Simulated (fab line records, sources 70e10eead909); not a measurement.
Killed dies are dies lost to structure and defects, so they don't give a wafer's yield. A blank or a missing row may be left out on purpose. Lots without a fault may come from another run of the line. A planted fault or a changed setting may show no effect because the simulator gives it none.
fab line records | flow nand_harc
record lots=24 wafers=72 last_day=25
route steps=1159 shown P_CONTACT@237 P_M0@264 P_M1@312 P_M2@344 A_ONON_D1@445
lots that met no fault: from a run of the same line without faults
start_h: hours from the record's first day to the start of the lot's first wafer shown | wait_h: hours since the lot's step before | " the same as in the row above | L1.1+2: a row that stands for several wafers | - no value, or no start given | * or withheld: withheld | < > ~ a bound
route shown NAME@n: a module of which the file shows steps, and the number in the route of the first | usual: mean/standard deviation of fault-free wafers | same: alike in all rows | chamber/n: place in a boat | sites: the reading at each site | _std_site: their standard deviation | _edge_site: outer sites' mean less inner sites' | radius_mm: how far each site lies from the wafer's centre | mask NAME#n: copy n | behind: the tool/chamber that last shaped the wafer | hold: why the lot was held/for how many hours/how that ended | device: the transistor (n, p or np) that didn't switch | end of line: the same wafers' tests at the end of the route | a step without rows: its recipe alone | killed: dies lost to structure and defects at the first sort, not the wafer's yield | map: a wafer's dies, x killed, . not, _ none there
set.NAME: the setting as run; set.NAME@STEP: as run at that earlier step | model.NAME: the simulator's own value behind a step, which no gauge read
steps of the route over a sample of lots; a table a step, a row a wafer
services: from which hour (start_h, from the record's first day; less than 0 if before it) a tool's chamber was out of use, for how many hours, and why
## steps
# step NHARC_P_CONTACT_ETCH_36
# recipe target_depth_a=2600 over_etch_frac=0.25 time_s=406.25 ion_energy_ev=200 n2_flow_sccm=150 h2_flow_sccm=150 ar_flow_sccm=0 rf_w=400 bias_w=150 chemistry=N2/H2
# usual drypump_motor_current_A=5.9/0.44 mfc_ar_sccm=0.010/0.013 n2_flow_sccm=149.9/0.45 oes_product_au=0.997/0.0098 rf_fwd_power_W=399.3/1.2 rf_vpp_V=430.0/2.1 showerhead_plenum_p_Torr=2.02/0.073 throttle_valve_pct=14.171/0.0093
# same time_s=406.25
# columns lot.wafer tool chamber start_h wait_h drypump_motor_current_A mfc_ar_sccm n2_flow_sccm oes_product_au rf_fwd_power_W rf_hours_counter_h rf_vpp_V showerhead_plenum_p_Torr throttle_valve_pct
L074.3 rie_diel-12 1 - - 5.1 0.036 150.1 1.001 398.8 7 429.5 2.00 14.156
L074.4 " 3 " " 5.9 0 149.8 1.000 400.1 6 430.8 2.08 14.177
L074.1 " 0 " " 6.3 0 150.1 0.996 400.4 7 428.3 1.97 14.183
L076.1 rie_diel-12 3 - - 5.9 0 150.0 1.005 398.7 7 432.6 2.07 14.163
L076.2 " 0 " " 6.3 0 150.1 0.999 400.6 8 427.7 1.97 14.182
L076.5 " 1 " " 5.1 0.036 150.1 1.012 398.2 - 430.1 2.00 14.177
L075.2 rie_diel-12 2 - - 6.2 0.020 150.0 1.000 397.9 9 432.4 2.15 14.185
L075.5 " 0 " " 6.3 0 150.3 0.996 400.5 - 429.4 1.97 14.179
L075.6 " 1 " " 5.1 0.036 150.0 1.025 398.9 - 430.2 2.00 14.176
L077.1 rie_diel-02 3 - - 6.6 0 149.9 0.990 399.4 13 428.6 1.97 14.166
L077.5 " 2 " " 5.6 0.017 150.1 1.005 398.2 - 433.8 2.13 14.162
L077.6 " 3 " " 6.6 0 150.0 0.994 397.2 - 429.2 1.97 14.168
L078.1 rie_diel-02 0 - - 5.8 0 149.3 0.984 400.2 15 429.2 1.95 14.159
L078.4 " 3 " " 6.6 0 150.2 0.987 399.5 14 429.8 1.97 14.168
L078.5 " 1 " " 5.9 0 149.7 0.988 400.7 - 428.3 1.97 14.161
L079.3 rie_diel-05 2 - - 6.7 0.004 149.6 1.005 401.5 49 433.1 2.15 14.176
L079.1 " 3 " " 5.7 0 149.3 0.998 399.7 48 428.3 1.98 14.187
L079.5 " 1 " " 5.2 0.025 150.4 1.006 401.4 - 428.7 1.95 14.172
L081.2 rie_diel-12 3 - - 6.0 0 149.4 0.999 400.4 9 430.9 2.07 14.168
L081.1 " 0 " " 6.3 0 150.6 0.999 400.4 10 429.6 1.97 14.166
L081.4 " 2 " " 6.2 0.020 150.0 0.990 399.3 11 434.1 2.15 14.159
L080.4 rie_diel-05 0 - - 5.9 0.001 150.8 1.003 398.9 46 428.3 2.01 14.163
L080.6 " 0 " " 5.9 0.001 149.9 1.007 399.0 - 430.6 2.01 14.174
L080.5 " 1 " " 5.3 0.025 150.1 1.017 401.4 - 427.5 1.95 14.158
L083.1 rie_diel-12 3 - - 6.0 0 150.0 1.002 399.1 11 432.7 2.07 14.183
L083.4 " 0 " " 6.3 0 150.2 0.997 399.3 13 428.6 1.97 14.192
L083.5 " 0 " " 6.3 0 150.4 0.991 400.0 - 429.5 1.97 14.173
L082.2 rie_diel-02 0 - - 5.8 0 150.2 0.985 402.1 0 427.6 1.95 14.160
L082.6 " 2 " " 5.6 0.017 150.3 1.007 399.5 - 431.9 2.12 14.168
L082.5 " 3 " " 6.6 0 150.6 1.001 398.9 - 426.3 1.97 14.185
L085.3 rie_diel-12 3 - - 6.0 0 150.2 1.002 399.4 13 432.7 2.07 14.177
L085.2 " 1 " " 5.1 0.036 149.5 1.013 400.4 13 429.7 2.00 14.177
L085.6 " 2 " " 6.2 0.020 150.4 0.988 397.7 - 433.9 2.15 14.184
L084.1 rie_diel-02 3 - - 6.5 0 149.5 0.991 400.7 2 429.2 1.97 14.163
L084.3 " 2 " " 5.6 0.017 149.0 1.010 399.5 2 431.9 2.12 14.181
L084.6 " 0 " " 5.8 0 150.8 0.981 397.8 - 427.9 1.94 14.187
L086.2 rie_diel-02 0 - - 5.8 0 150.3 0.980 398.6 2 427.9 1.94 14.180
L086.3 " 2 " " 5.6 0.017 149.5 1.021 401.5 2 431.8 2.12 14.152
L086.4 " 1 " " 5.9 0 149.4 0.981 400.1 - 429.3 1.97 14.184
L087.2 rie_diel-12 2 - - 6.2 0.020 149.7 0.991 398.9 16 433.4 2.15 14.172
L087.4 " 3 " " 6.0 0 149.6 1.001 401.3 14 431.4 2.07 14.173
L087.5 " 2 " " 6.2 0.020 149.5 0.984 397.5 - 434.2 2.15 14.163
L088.3 rie_diel-12 0 - - 6.3 0 150.2 0.999 399.6 16 429.1 1.97 14.155
L088.6 " 0 " " 6.3 0 150.6 0.997 400.7 - 429.0 1.97 14.169
L088.5 " 1 " " 5.1 0.036 149.9 1.004 399.4 - 429.9 2.00 14.191
L089.4 rie_diel-02 1 - - 5.9 0 150.1 0.994 399.9 4 429.6 1.97 14.160
L089.1 " 3 " " 6.6 0 149.4 0.996 399.3 4 429.5 1.97 14.168
L089.6 " 1 " " 5.9 0 149.5 0.993 398.0 - 429.0 1.97 14.163
L090.1 rie_diel-05 0 - - 5.9 0.001 150.5 0.977 401.7 14 430.3 2.00 14.173
L090.3 " 1 " " 5.3 0.025 150.4 0.996 399.4 13 428.9 1.95 14.174
L090.6 " 0 " " 5.8 0.001 149.8 0.988 399.6 - 429.5 2.00 14.172
L091.4 rie_diel-02 3 - - 6.6 0 149.9 0.992 397.5 4 428.0 1.97 14.174
L091.6 " 3 " " 6.6 0 149.1 0.991 399.0 - 429.4 1.97 14.167
L091.5 " 0 " " 5.8 0 150.8 0.988 398.8 - 427.0 1.94 14.178
L092.2 rie_diel-12 0 - - 6.3 0 150.2 0.989 398.1 1 429.7 1.97 14.183
L092.5 " 0 " " 6.3 0 149.8 0.989 398.9 - 428.5 1.97 14.168
L092.6 " 1 " " 5.1 0.036 150.2 1.006 399.9 - 429.3 2.00 14.178
L093.3 rie_diel-05 0 - - 5.9 0.001 149.5 0.989 399.5 20 430.7 2.00 14.166
L093.1 " 1 " " 5.3 0.025 150.5 1.002 401.0 19 427.8 1.94 14.166
L093.5 " 1 " " 5.3 0.025 150.5 0.997 400.7 - 427.5 1.94 14.176
L094.4 rie_diel-12 2 - - 6.2 0.020 150.4 1.001 400.7 1 433.8 2.15 14.167
L094.2 " 3 " " 6.0 0 150.4 0.993 397.2 1 430.9 2.07 14.158
L094.3 " 0 " " 6.3 0 150.4 1.000 399.3 1 428.9 1.97 14.174
L095.2 rie_diel-05 0 - - 5.9 0.001 150.1 0.986 398.5 23 429.7 2.00 14.165
L095.1 " 1 " " 5.3 0.025 149.6 0.999 399.8 23 426.9 1.94 14.178
L095.6 " 3 " " 5.7 0 149.3 0.983 400.8 - 428.1 1.97 14.165
L096.4 rie_diel-12 2 - - 6.2 0.020 148.9 0.999 398.3 - 434.4 2.15 14.175
L096.6 " 3 " " 6.0 0 150.3 1.000 397.2 - 432.2 2.07 14.162
L096.5 " 1 " " 5.1 0.036 150.6 1.003 400.0 - 430.3 2.00 14.171
L097.2 rie_diel-02 3 - - 6.6 0 149.3 0.990 398.7 9 427.9 1.97 14.159
L097.5 " 3 " " 6.6 0 148.9 0.992 399.1 - 428.8 1.97 14.164
L097.6 " 0 " " 5.8 0 149.6 0.993 398.7 - 427.5 1.94 14.159
# step NHARC_P_M0_OVL_MEAS_10
# recipe pitch_nm=180
# usual overlay_x_nm=0.2/0.7 overlay_y_nm=-0.1/0.86
# columns lot.wafer tool chamber start_h wait_h overlay_x_nm overlay_y_nm
L074.1 overlay-01 - 125.75 - 0.7 0.9
L074.3 " - " " 1.0 1.3
L074.4 " - " " 0.7 1.0
L076.1 overlay-01 - 129.60 - 1.0 1.1
L076.2 " - " " 0.9 0.7
L076.5 " - " " 0.8 1.1
L075.2 overlay-02 - 129.80 - -0.7 0.6
L075.5 " - " " -0.9 0.7
L075.6 " - " " -0.9 0.1
L077.1 overlay-01 - 134.69 - 0.1 -0.1
L077.5 " - " " 0.0 0.2
L077.6 " - " " 0.6 0.1
L078.1 overlay-01 - 143.71 - -0.2 1.0
L078.4 " - " " -0.8 1.3
L078.5 " - " " -0.1 1.3
L079.1 overlay-02 - 144.17 - -0.9 -1.2
L079.3 " - " " -1.1 -1.8
L079.5 " - " " -0.8 -1.6
L081.1 overlay-01 - 150.46 - 0.2 -0.5
L081.2 " - " " -0.1 -0.1
L081.4 " - " " 0.2 -0.5
L080.4 overlay-02 - 150.75 - -0.1 0.2
L080.5 " - " " 0.3 -0.6
L080.6 " - " " 0.3 0.3
L083.1 overlay-02 - 172.31 - 0.1 -0.7
L083.4 " - " " 0.4 -0.7
L083.5 " - " " 0.9 -1.0
L082.2 overlay-01 - 172.87 - 0.4 -0.1
L082.5 " - " " 0.6 -0.4
L082.6 " - " " 0.6 -0.3
L085.2 overlay-02 - 174.93 - 1.3 -0.9
L085.3 " - " " 2.0 -0.8
L085.6 " - " " 1.8 -0.7
L084.1 overlay-02 - 176.10 - 0.7 0.6
L084.3 " - " " 0.3 1.1
L084.6 " - " " 1.2 0.4
L086.2 overlay-02 - 192.64 - 0.2 -0.4
L086.3 " - " " 0.7 0.1
L086.4 " - " " 0.7 -0.5
L087.2 overlay-02 - 193.17 - -0.3 1.0
L087.4 " - " " -0.5 0.7
L087.5 " - " " -0.6 0.6
L088.3 overlay-01 - 201.36 - -0.2 -1.9
L088.5 " - " " 0.4 -1.1
L088.6 " - " " 0.0 -1.3
L089.1 overlay-01 - 211.01 - 0.5 -0.4
L089.4 " - " " 0.2 -0.4
L089.6 " - " " 0.7 -0.5
L090.1 overlay-02 - 211.68 - 1.0 -1.5
L090.3 " - " " 1.1 -0.7
L090.6 " - " " 1.5 -0.7
L091.4 overlay-02 - 224.05 - 0.8 0.1
L091.5 " - " " 0.2 0.0
L091.6 " - " " 0.3 0.1
L092.2 overlay-02 - 231.55 - -0.6 0.2
L092.5 " - " " -0.2 -0.6
L092.6 " - " " 0.2 0.1
L093.1 overlay-02 - 231.97 - 0.9 -0.9
L093.3 " - " " 1.0 -0.2
L093.5 " - " " 0.8 -0.4
L094.2 overlay-01 - 235.15 - -1.0 0.2
L094.3 " - " " -1.1 -0.5
L094.4 " - " " -1.1 0.4
L095.1 overlay-01 - 240.72 - 0.7 0.7
L095.2 " - " " 0.6 0.3
L095.6 " - " " 0.1 0.1
L096.4 overlay-01 - 246.44 - -0.1 -1.9
L096.5 " - " " -0.2 -2.0
L096.6 " - " " 0.5 -1.6
L097.2 overlay-02 - 264.39 - -1.4 1.2
L097.5 " - " " -0.9 1.0
L097.6 " - " " -0.4 1.0
# step NHARC_P_M0_STRIP_18
# recipe power_w=1000 n2_flow_sccm=150 h2_flow_sccm=150 ar_flow_sccm=0 bias_w=0 chemistry=N2/H2
# usual drypump_motor_current_A=5.9/0.45 mfc_ar_sccm=0.013/0.013 n2_flow_sccm=150.1/0.39 oes_product_au=0.998/0.0097 rf_fwd_power_W=997/3.2 rf_vpp_V=90.8/0.91 showerhead_plenum_p_Torr=2.07/0.067 throttle_valve_pct=14.171/0.0093
# columns lot.wafer tool chamber start_h wait_h drypump_motor_current_A mfc_ar_sccm n2_flow_sccm oes_product_au rf_fwd_power_W rf_hours_counter_h rf_vpp_V showerhead_plenum_p_Torr throttle_valve_pct
L074.1 rie_diel-13 0 126.22 0.1 5.3 0 149.9 1.012 1000 1 92.1 2.08 14.167
L074.3 " 1 " " 5.4 0.001 150.0 0.996 1002 1 91.3 2.11 14.182
L074.4 " 2 " " 6.5 0 150.3 1.008 999 1 90.2 1.97 14.160
L076.1 rie_diel-13 2 130.10 0.1 6.5 0 150.0 1.011 998 1 90.3 1.97 14.159
L076.2 " 0 " " 5.2 0 149.8 1.012 1003 2 91.2 2.08 14.177
L076.5 " 1 " " 5.4 0.001 150.5 0.986 993 - 92.0 2.11 14.162
L075.2 rie_diel-11 2 130.27 0.1 6.5 0.014 150.1 1.009 989 7 91.5 2.03 14.168
L075.5 " 2 " " 6.5 0.014 149.7 1.013 997 - 90.4 2.03 14.181
L075.6 " 3 " " 5.8 0.025 149.6 0.999 997 - 92.2 2.10 14.176
L077.1 rie_diel-11 2 135.18 0.1 6.6 0.014 149.9 1.004 1000 7 90.3 2.03 14.206
L077.5 " 1 " " 6.1 0.017 150.8 0.995 996 - 90.4 2.06 14.157
L077.6 " 2 " " 6.5 0.014 149.8 1.007 1005 - 90.0 2.03 14.171
L078.4 rie_diel-11 3 144.21 0.1 5.8 0.025 150.4 1.002 1003 8 91.6 2.10 14.153
L078.1 " 1 " " 6.1 0.017 150.2 1.000 992 9 91.4 2.06 14.189
L078.5 " 3 " " 5.8 0.025 149.2 1.003 998 - 90.0 2.10 14.171
L079.1 rie_diel-11 1 144.82 0.1 6.1 0.017 149.9 0.993 993 9 91.6 2.06 14.176
L079.3 " 2 " " 6.6 0.014 149.6 0.998 991 8 90.9 2.03 14.177
L079.5 " 0 " " 6.0 0.043 150.6 0.995 998 - 92.1 2.11 14.187
L081.1 rie_diel-01 2 150.97 0.1 5.9 0.004 150.4 0.982 994 0 91.2 2.13 14.182
L081.2 " 3 " " 5.6 0.019 150.3 1.001 997 0 89.8 2.08 14.172
L081.4 " 2 " " 5.9 0.004 150.4 0.984 1000 - 90.0 2.13 14.176
L080.4 rie_diel-11 1 151.25 0.1 6.1 0.017 150.4 0.991 994 10 91.0 2.06 14.184
L080.5 " 0 " " 6.0 0.043 149.9 1.000 995 - 89.4 2.11 14.169
L080.6 " 1 " " 6.1 0.017 150.0 0.983 998 - 90.9 2.06 14.168
L083.1 rie_diel-11 1 172.83 0.1 6.1 0.017 150.1 1.002 998 11 90.6 2.06 14.168
L083.4 " 2 " " 6.6 0.014 150.4 1.007 996 10 90.3 2.03 14.178
L083.5 " 0 " " 6.0 0.043 149.9 1.003 1004 - 90.9 2.11 14.178
L082.2 rie_diel-01 2 173.37 0.1 5.9 0.004 149.9 0.980 996 1 91.0 2.13 14.174
L082.6 " 1 " " 6.1 0.004 150.5 0.996 997 - 92.6 2.18 14.155
L082.5 " 2 " " 5.9 0.004 150.4 0.981 994 - 91.2 2.13 14.178
L085.3 rie_diel-11 1 175.43 0.1 6.1 0.017 150.1 0.987 997 11 90.4 2.06 14.178
L085.2 " 2 " " 6.6 0.014 149.5 1.010 993 10 89.6 2.03 14.175
L085.6 " 1 " " 6.1 0.017 150.0 0.982 1000 - 90.2 2.06 14.179
L084.3 rie_diel-11 1 176.62 0.1 6.1 0.017 150.6 0.988 993 11 90.1 2.06 14.162
L084.1 " 3 " " 5.8 0.025 150.9 0.997 1000 11 90.4 2.10 14.181
L084.6 " 2 " " 6.6 0.014 150.5 1.000 995 - 90.3 2.03 14.166
L086.4 rie_diel-01 3 193.13 0.1 5.6 0.019 149.9 0.991 1000 3 91.3 2.08 14.179
L086.3 " 0 " " 6.1 0 150.0 0.989 1001 3 89.1 1.93 14.174
L086.2 " 2 " " 6.0 0.004 151.0 0.986 998 4 91.5 2.13 14.173
L087.4 rie_diel-01 3 193.67 0.1 5.7 0.019 150.0 0.995 997 3 90.8 2.08 14.172
L087.2 " 0 " " 6.1 0 149.6 0.994 1000 3 89.5 1.93 14.168
L087.5 " 2 " " 5.9 0.004 149.8 0.978 997 - 89.7 2.13 14.164
L088.3 rie_diel-01 1 201.91 0.1 6.1 0.004 150.3 1.010 996 4 92.0 2.18 14.169
L088.5 " 2 " " 6.0 0.004 150.1 0.989 998 - 91.1 2.13 14.167
L088.6 " 3 " " 5.6 0.019 150.3 0.995 993 - 90.9 2.08 14.168
L089.4 rie_diel-13 0 211.48 0.1 5.3 0 150.1 1.001 998 9 92.0 2.08 14.157
L089.1 " 3 " " 4.8 0.027 150.5 1.010 993 8 91.2 2.13 14.172
L089.6 " 0 " " 5.3 0 150.5 1.021 996 - 91.7 2.08 14.166
L090.1 rie_diel-01 1 212.21 0.1 6.1 0.004 149.6 1.014 997 5 92.1 2.18 14.175
L090.3 " 2 " " 5.9 0.004 149.7 0.988 998 6 91.2 2.13 14.179
L090.6 " 0 " " 6.1 0 150.4 0.990 998 - 89.9 1.93 14.168
L091.4 rie_diel-01 3 224.57 0.1 5.6 0.019 149.5 0.987 998 6 92.5 2.08 14.190
L091.5 " 1 " " 6.1 0.004 150.5 1.009 992 - 91.2 2.18 14.170
L091.6 " 2 " " 5.9 0.004 150.4 0.985 1002 - 91.3 2.13 14.175
L092.2 rie_diel-01 2 232.02 0.1 6.0 0.004 150.2 0.977 1000 8 90.9 2.12 14.159
L092.5 " 2 " " 5.9 0.004 150.5 0.989 997 - 91.4 2.13 14.166
L092.6 " 0 " " 6.1 0 150.2 0.984 1000 - 89.5 1.93 14.165
L093.1 rie_diel-13 0 232.46 0.1 5.3 0 150.2 1.008 1001 10 91.1 2.08 14.162
L093.3 " 1 " " 5.4 0.001 150.8 0.983 994 9 91.8 2.11 14.190
L093.5 " 3 " " 4.8 0.027 151.0 1.009 999 - 92.4 2.13 14.161
L094.3 rie_diel-13 3 235.62 0.1 4.8 0.027 149.9 1.003 999 9 91.4 2.13 14.190
L094.2 " 0 " " 5.2 0 149.7 0.995 999 10 89.3 2.08 14.178
L094.4 " 1 " " 5.4 0.001 150.1 0.985 994 9 91.6 2.11 14.173
L095.2 rie_diel-01 2 241.25 0.1 6.0 0.004 149.5 0.987 994 9 91.6 2.12 14.177
L095.1 " 3 " " 5.6 0.019 150.0 0.993 1003 9 90.3 2.08 14.177
L095.6 " 1 " " 6.1 0.004 150.0 1.003 987 - 91.5 2.18 14.167
L096.4 rie_diel-13 0 246.99 0.1 5.2 0 149.4 1.008 998 11 90.4 2.08 14.172
L096.5 " 1 " " 5.4 0.001 150.3 0.991 994 - 90.8 2.11 14.179
L096.6 " 2 " " 6.5 0 150.0 1.011 998 - 89.3 1.97 14.170
L097.2 rie_diel-13 2 264.96 0.1 6.5 0 149.6 1.005 999 10 88.5 1.97 14.183
L097.6 " 0 " " 5.2 0 149.5 1.014 998 - 89.8 2.08 14.173
L097.5 " 1 " " 5.4 0.001 149.3 1.000 996 - 90.0 2.11 14.174
# step NHARC_P_M1_THK_MEAS_24
# recipe thk_meas_gauge=xrf
# usual thk_nm=158.4/1.4
# columns lot.wafer tool chamber start_h wait_h thk_nm
L074.1 film_metro-01 - 132.63 - 159.2
L074.3 " - " " 155.7
L074.4 " - " " 159.7
L076.1 film_metro-01 - 136.27 - 158.1
L076.2 " - " " 159.8
L076.5 " - " " 158.3
L075.2 film_metro-01 - 136.88 - 161.9
L075.5 " - " " 160.5
L075.6 " - " " 158.2
L077.1 film_metro-01 - 141.42 - 158.7
L077.5 " - " " 161.0
L077.6 " - " " 160.0
L078.1 film_metro-02 - 150.45 - 159.4
L078.4 " - " " 160.3
L078.5 " - " " 159.8
L079.1 film_metro-01 - 150.92 - 158.6
L079.3 " - " " 158.5
L079.5 " - " " 158.1
L081.1 film_metro-01 - 158.03 - 156.7
L081.2 " - " " 160.3
L081.4 " - " " 157.2
L080.4 film_metro-02 - 158.31 - 156.5
L080.5 " - " " 158.7
L080.6 " - " " 158.2
L083.1 film_metro-01 - 178.88 - 158.7
L083.4 " - " " 159.1
L083.5 " - " " 156.5
L082.2 film_metro-01 - 179.62 - 160.9
L082.5 " - " " 160.2
L082.6 " - " " 158.4
L085.2 film_metro-02 - 181.40 - 160.0
L085.3 " - " " 160.5
L085.6 " - " " 159.0
L084.1 film_metro-01 - 183.07 - 157.0
L084.3 " - " " 158.3
L084.6 " - " " 158.1
L086.2 film_metro-01 - 199.21 - 159.4
L086.3 " - " " 158.9
L086.4 " - " " 156.1
L087.2 film_metro-02 - 200.12 - 157.0
L087.4 " - " " 158.0
L087.5 " - " " 158.4
L088.3 film_metro-02 - 208.44 - 158.7
L088.5 " - " " 158.2
L088.6 " - " " 160.1
L089.1 film_metro-02 - 217.57 - 155.6
L089.4 " - " " 157.5
L089.6 " - " " 157.0
L090.1 film_metro-01 - 218.27 - 156.7
L090.3 " - " " 158.5
L090.6 " - " " 155.1
L091.4 film_metro-02 - 230.62 - 157.4
L091.5 " - " " 157.6
L091.6 " - " " 156.5
L092.2 film_metro-02 - 238.66 - 156.9
L092.5 " - " " 157.5
L092.6 " - " " 157.6
L093.1 film_metro-02 - 238.86 - 156.2
L093.3 " - " " 159.2
L093.5 " - " " 157.9
L094.2 film_metro-01 - 241.72 - 156.6
L094.3 " - " " 156.5
L094.4 " - " " 157.4
L095.1 film_metro-02 - 247.46 - 158.7
L095.2 " - " " 154.4
L095.6 " - " " 157.7
L096.4 film_metro-01 - 253.21 - 159.7
L096.5 " - " " 157.1
L096.6 " - " " 158.9
L097.2 film_metro-01 - 271.04 - 159.9
L097.5 " - " " 159.4
L097.6 " - " " 156.4
# step NHARC_P_M2_CMP_23
# recipe t_overpolish_s=20 target_thk_nm=144.3
# usual motor_current_A=11.4/1.3 time_to_endpoint_s=28.6/2.8
# columns lot.wafer tool chamber start_h wait_h motor_current_A time_to_endpoint_s
L074.4 cmp-04 2 136.62 - 12.7 28.4
L074.3 " 3 " " 11.5 28.0
L074.1 " 1 " " 10.0 26.3
L076.2 cmp-04 0 140.12 - 9.9 25.3
L076.1 " 1 " " 10.1 25.6
L076.5 " 0 " " 9.5 22.2
L075.2 cmp-04 3 140.87 - 10.9 26.7
L075.6 " 0 " " 9.9 22.4
L075.5 " 1 " " 10.3 25.7
L077.1 cmp-04 1 145.26 - 10.1 28.2
L077.5 " 0 " " 9.8 22.2
L077.6 " 1 " " 9.8 26.0
L078.4 cmp-04 0 154.31 - 9.6 25.7
L078.1 " 1 " " 9.9 27.4
L078.5 " 1 " " 9.6 29.5
L079.1 cmp-04 0 155.08 - 9.9 30.6
L079.3 " 2 " " 12.0 35.1
L079.5 " 1 " " 9.6 30.9
L081.2 cmp-04 3 162.09 - 11.1 30.2
L081.4 " 1 " " 10.1 30.5
L081.1 " 2 " " 13.2 28.9
L080.4 cmp-02 3 162.18 - 11.5 28.2
L080.5 " 0 " " 10.8 27.0
L080.6 " 1 " " 10.6 28.6
L083.4 cmp-03 0 183.09 - 12.6 34.4
L083.1 " 2 " " 11.4 35.6
L083.5 " 0 " " 12.7 34.2
L082.2 cmp-02 2 183.63 - 12.4 32.2
L082.6 " 3 " " 11.6 26.3
L082.5 " 0 " " 11.2 26.0
L085.2 cmp-04 1 185.67 - 9.8 29.6
L085.3 " 3 " " 11.0 28.4
L085.6 " 0 " " 10.0 26.4
L084.3 cmp-03 0 186.96 - 11.9 32.1
L084.1 " 2 " " 11.3 35.4
L084.6 " 3 " " 11.7 32.2
L086.4 cmp-04 3 202.96 - 10.9 25.0
L086.3 " 0 " " 10.1 25.4
L086.2 " 1 " " 9.8 27.2
L087.2 cmp-02 3 203.95 - 12.3 28.3
L087.4 " 2 " " 12.8 31.4
L087.5 " 0 " " 10.3 30.3
L088.3 cmp-03 3 212.44 - 12.4 29.9
L088.6 " 0 " " 13.4 29.9
L088.5 " 1 " " 13.7 26.1
L089.4 cmp-02 3 221.50 - 11.6 28.1
L089.1 " 1 " " 11.0 30.0
L089.6 " 3 " " 12.1 26.4
L090.1 cmp-02 1 222.12 - 10.6 32.2
L090.3 " 0 " " 10.8 29.5
L090.6 " 2 " " 13.3 35.6
L091.4 cmp-03 0 234.80 - 12.6 28.0
L091.6 " 2 " " 10.8 34.1
L091.5 " 3 " " 12.1 31.3
L092.2 cmp-02 3 242.84 - 11.8 26.0
L092.6 " 1 " " 10.9 27.6
L092.5 " 2 " " 12.7 28.6
L093.1 cmp-03 3 243.10 - 12.3 31.5
L093.3 " 2 " " 11.6 31.9
L093.5 " 0 " " 12.3 30.0
L094.3 cmp-02 3 245.57 - 11.9 25.7
L094.2 " 0 " " 10.7 26.3
L094.4 " 1 " " 10.6 26.6
L095.1 cmp-04 0 251.21 - 10.2 25.2
L095.2 " 2 " " 12.9 26.3
L095.6 " 3 " " 11.7 26.9
L096.4 cmp-03 2 257.50 - 11.1 31.8
L096.6 " 0 " " 12.5 31.1
L096.5 " 1 " " 13.3 29.2
L097.2 cmp-04 0 274.91 - 10.5 27.1
L097.5 " 0 " " 9.9 22.7
L097.6 " 1 " " 8.9 29.0
# step NHARC_A_ONON_D1_THK_MEAS_30
# recipe thk_meas_gauge=ellipsometry
# usual thk_nm=1002/9.6
# columns lot.wafer tool chamber start_h wait_h thk_nm
L076.1 film_metro-01 - 183.26 - 999
L076.2 " - " " 1000
L076.5 " - " " 999
L074.1 film_metro-02 - 183.47 - 993
L074.3 " - " " 994
L074.4 " - " " 992
L075.2 film_metro-02 - 183.60 - 1012
L075.5 " - " " 1009
L075.6 " - " " 1009
L077.1 film_metro-02 - 183.96 - 1017
L077.5 " - " " 1018
L077.6 " - " " 1018
L078.1 film_metro-01 - 195.41 - 1004
L078.4 " - " " 1004
L078.5 " - " " 1003
L079.1 film_metro-02 - 195.43 - 1001
L079.3 " - " " 1000
L079.5 " - " " 1003
L080.4 film_metro-02 - 202.75 - 996
L080.5 " - " " 996
L080.6 " - " " 997
L081.1 film_metro-01 - 202.78 - 984
L081.2 " - " " 980
L081.4 " - " " 982
L082.2 film_metro-01 - 223.90 - 1010
L082.5 " - " " 1011
L082.6 " - " " 1010
L085.2 film_metro-01 - 224.04 - 995
L085.3 " - " " 994
L085.6 " - " " 994
L083.1 film_metro-02 - 224.26 - 1004
L083.4 " - " " 1005
L083.5 " - " " 1005
L084.1 film_metro-01 - 227.53 - 1022
L084.3 " - " " 1023
L084.6 " - " " 1024
L086.2 film_metro-02 - 248.56 - 1003
L086.3 " - " " 1003
L086.4 " - " " 1005
L087.2 film_metro-01 - 248.60 - 986
L087.4 " - " " 987
L087.5 " - " " 986
L088.3 film_metro-01 - 252.58 - 995
L088.5 " - " " 997
L088.6 " - " " 997
L090.1 film_metro-01 - 262.50 - 1006
L090.3 " - " " 1008
L090.6 " - " " 1007
L089.1 film_metro-01 - 262.51 - 1016
L089.4 " - " " 1014
L089.6 " - " " 1014
L093.1 film_metro-02 - 283.33 - 1001
L093.3 " - " " 1002
L093.5 " - " " 1000
L092.2 film_metro-02 - 283.46 - 986
L092.5 " - " " 987
L092.6 " - " " 987
L091.4 film_metro-01 - 283.56 - 1004
L091.5 " - " " 1003
L091.6 " - " " 1003
L094.2 film_metro-01 - 283.68 - 1001
L094.3 " - " " 1002
L094.4 " - " " 1003
L095.1 film_metro-01 - 292.07 - 998
L095.2 " - " " 997
L095.6 " - " " 998
L096.4 film_metro-01 - 300.39 - 999
L096.5 " - " " 1002
L096.6 " - " " 1001
L097.2 film_metro-02 - 318.19 - 1007
L097.5 " - " " 1006
L097.6 " - " " 1009
## services
# columns tool chamber start_h hours kind
rie_diel-11 1 92.54 1.8 repair
rie_diel-13 3 96.48 1.2 repair
rie_diel-13 - 99.00 9.0 pm
cmp-02 - 101.88 2.7 repair
cmp-04 - 105.00 4.0 pm
cmp-02 - 128.50 4.0 pm
rie_diel-01 - 137.80 9.0 pm
rie_diel-02 - 151.25 9.0 pm
rie_diel-13 3 154.56 5.8 repair
cmp-04 - 156.08 0.4 repair
rie_diel-11 2 177.87 12.9 repair
rie_diel-02 3 178.99 12.4 repair
rie_diel-02 1 191.46 7.5 repair
rie_diel-11 - 193.55 9.0 pm
rie_diel-12 - 202.40 9.0 pm
cmp-04 - 203.10 4.0 pm
cmp-04 - 210.34 1.5 repair
cmp-04 - 227.51 4.1 repair
rie_diel-01 1 227.85 13.1 repair
rie_diel-12 0 241.27 6.4 repair
cmp-04 - 252.35 1.4 repair
rie_diel-01 2 255.05 23.7 repair
rie_diel-12 - 264.57 0.6 repair
cmp-04 - 267.37 0.8 repair
## key
fault none
